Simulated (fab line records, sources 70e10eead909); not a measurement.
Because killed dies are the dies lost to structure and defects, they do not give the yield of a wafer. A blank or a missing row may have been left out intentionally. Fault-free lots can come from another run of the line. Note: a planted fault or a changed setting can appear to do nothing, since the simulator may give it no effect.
Chamber matching | flow nand-harc | cmp-02 running NHARC_P_M1_CMP_23: 4 sister chambers
The step polishes, t overpolish 20 s, target thk 157.82 nm. 14 wafers are shown with their chamber, then 7 later ones without.

## WAFERS WITH THEIR CHAMBER
wafer  | chamber | motor-current-A (A) | time-to-endpoint-s (s)
L078.1 | 0       | 10.1                | 32.0
L078.2 | 1       | 12.3                | 28.7
L078.5 | 0       | 10.2                | 31.8
L079.1 | 0       | 10.2                | 32.0
L079.3 | 3       | 11.3                | 29.5
L079.4 | 2       | 12.8                | 29.6
L080.1 | 0       | 10.1                | 36.4
L080.3 | 2       | 13.7                | 28.9
L080.5 | 1       | 12.8                | 31.2
L083.4 | 1       | 12.4                | 30.3
L083.5 | 1       | 12.5                | 30.0
L083.6 | 0       | 9.9                 | 34.4
L086.2 | 2       | 13.2                | 23.6
L086.3 | 1       | 13.0                | 24.9

SIGNATURES, as means of the wafers listed above
reading            | chamber 0 | chamber 1 | chamber 2 | chamber 3 | scatter within a chamber
motor-current-A    | 10.100    | 12.600    | 13.233    | 11.300    | 0.284
time-to-endpoint-s | 33.320    | 29.020    | 27.367    | 29.500    | 2.5
Rule: a wafer lies at a distance from a chamber equal to the root of the sum of squares, over the readings, of (its reading less the chamber's mean, divided by the reading's scatter). The wafer belongs to the nearest chamber; if the next one is less than 2 further off, it can't be placed. The scatter: the root of (the sum of the squares of (reading less its chamber's mean) over the shown wafers, divided by (wafers less chambers)).

## WAFERS MISSING THEIR CHAMBER
wafer  | motor-current-A (A) | time-to-endpoint-s (s)
L086.4 | 10.6                | 29.3
L089.3 | 10.7                | 31.7
L089.5 | 11.8                | 22.9
L089.6 | 12.6                | 28.4
L095.1 | 12.2                | 27.0
L095.2 | 11.1                | 27.4
L095.3 | 12.9                | 25.4

## CHAMBER TAKEN BY EACH
wafer  | from the rows above     | in truth
L086.4 | can't be placed: 0 or 3 | 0
L089.3 | can't be placed: 0 or 3 | 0
L089.5 | can't be placed: 3 or 1 | 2
L089.6 | 1                       | 1
L095.1 | can't be placed: 1 or 3 | 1
L095.2 | 3                       | 3
L095.3 | can't be placed: 2 or 1 | 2
Placed correctly: 2 of 7. From these rows, 5 cannot be placed; in 4 the true chamber is one of the candidates. Wrongly placed: 0.
